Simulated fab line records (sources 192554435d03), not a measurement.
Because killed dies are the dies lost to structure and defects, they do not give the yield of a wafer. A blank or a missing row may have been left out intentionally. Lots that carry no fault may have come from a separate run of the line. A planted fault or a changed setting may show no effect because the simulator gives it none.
8D (eight disciplines) problem report, filled in by code -- flow n5-finfet -- the parts of the form that need people (team, actions taken, sign-off) are left out

== 1. PROBLEM STATEMENT ==
N5_BEOL_M4_INSPECT_13, raw-defect-count: mean 1256 on 2 wafers (1 lot); fault-free wafers 436, standard deviation 130. That is +6.3 standard deviations from the usual mean.
The step: inspects for defects (brightfield).
The first sign was on wafer L955.3 at day 10 09:04, on defect-inspect-01. The record holds 26 wafers of 9 lots with a number at this step. Rule for "out" (also "out of limits"): further than 4 standard deviations from the usual mean. Any other wafer with a number is counted as sound.

== 2. WHAT IT IS; WHAT IT IS NOT ==
question,is,is not
which readings at this step,raw-defect-count,-
which lots,L955,"L944, L945, L947, L948, L949, L960, L961, L965"
which wafers of those lots,"L955.3, L955.4",L955.6
read on which gauges,defect-inspect-01,defect-inspect-02
when,from day 10 09:04,"up to then (15 sound wafers); but 9 sound wafers of L960, L961, L965 came after"

== 3. SUSPECTS, AND WHAT RULES EACH OUT ==
Counting: any tool at a process step up to the reading remains a suspect provided it ran every lot that is out. Sound lots after the first of them don't rule it out here, since some wafers of a struck lot are sound.
- the gauge at N5_BEOL_M4_INSPECT_13: ruled out. All the wafers that are out were read on defect-inspect-01, but those of them that N5_PASSIVATION_PROBE_49 has rows for are out there too, on other tools.
- pecvd-02 at N5_BEOL_M3_DEP_57 (deposits SiCN from 3MS/NH3, target thk 8 nm, time 14 s): kept. It ran the lot that is out, L955 (day 10 08:16); its last sound lot up to then is L948 (day 8 14:46).
- pecvd-02 at N5_BEOL_M4_PECVD_72 (deposits SiO2 from TEOS/O2, target thk 16 nm, time 18 s): kept. It ran the lot that is out, L955 (day 10 08:31); its last sound lot up to then is L948 (day 8 14:59).
- Within pecvd-02 at N5_BEOL_M4_PECVD_72: the wafers that are out ran in chamber 0; their sound lot-mates ran in chamber 1.
The count leaves pecvd-02 at N5_BEOL_M4_PECVD_72 and pecvd-02 at N5_BEOL_M3_DEP_57.

== 4. THE CAUSE (what the simulator had put in) ==
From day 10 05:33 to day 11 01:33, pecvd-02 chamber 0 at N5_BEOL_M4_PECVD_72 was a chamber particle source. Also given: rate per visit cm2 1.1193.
Of the 2 suspects that counting leaves, this tool is one.

== 5. THE EFFECT CHAIN, in route order ==
Each row: a reading where the mean over the struck wafers with a number is more than 3 standard deviations away from the usual. Readings are gone through only where the record gives a usual standard deviation; hours: the median, over the lots, of the time from a lot's start at the first step in this table giving one to that lot's start at this step; sigmas: the change measured in usual standard deviations.
hours,step,reading,usual,on struck wafers,change,sigmas
0,N5_BEOL_M4_INSPECT_13,raw-defect-count,436,1256,+820,+6.3
118,N5_PASSIVATION_PROBE_49,defect-limited-yield,91.4 %,82.4,-9.0,-6.0
118,N5_PASSIVATION_PROBE_49,killed_at_M4_up,14,144,+130,+22
118,N5_PASSIVATION_PROBE_49,killed-dies,102,208,+106,+5.9
118,N5_PASSIVATION_PROBE_49,sort_bin_5_function,5.0 %,10.7,+5.7,+5.9
118,N5_PASSIVATION_PROBE_49,sort-n-pass,1078,972,-106,-5.6
118,N5_PASSIVATION_PROBE_49,sort-yield-pct,91.3 %,82.3,-9.0,-5.6
It contains these process steps:
- N5_PASSIVATION_PROBE_49
Later measuring or inspecting steps at which every struck wafer that the step has a row for has a number for every such reading, and none has moved that far: N5_BEOL_M4_RC_MEAS_101.

== 6. HOW IT WOULD HAVE BEEN CAUGHT EARLIER ==
The first out-of-limits reading at a measuring or inspecting step in this record came at day 10 09:04, 4 hours after the fault's start at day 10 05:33.
An alarm limit of 4 standard deviations would not have fired on the tool readings at N5_BEOL_M4_PECVD_72 for which the record gives a usual standard deviation, since none of them was out on any struck wafer.
Lots out: 1; all had begun N5_BEOL_M4_PECVD_72 on pecvd-02 by day 10 09:04. Holding the tool at that point would not have protected any of them.
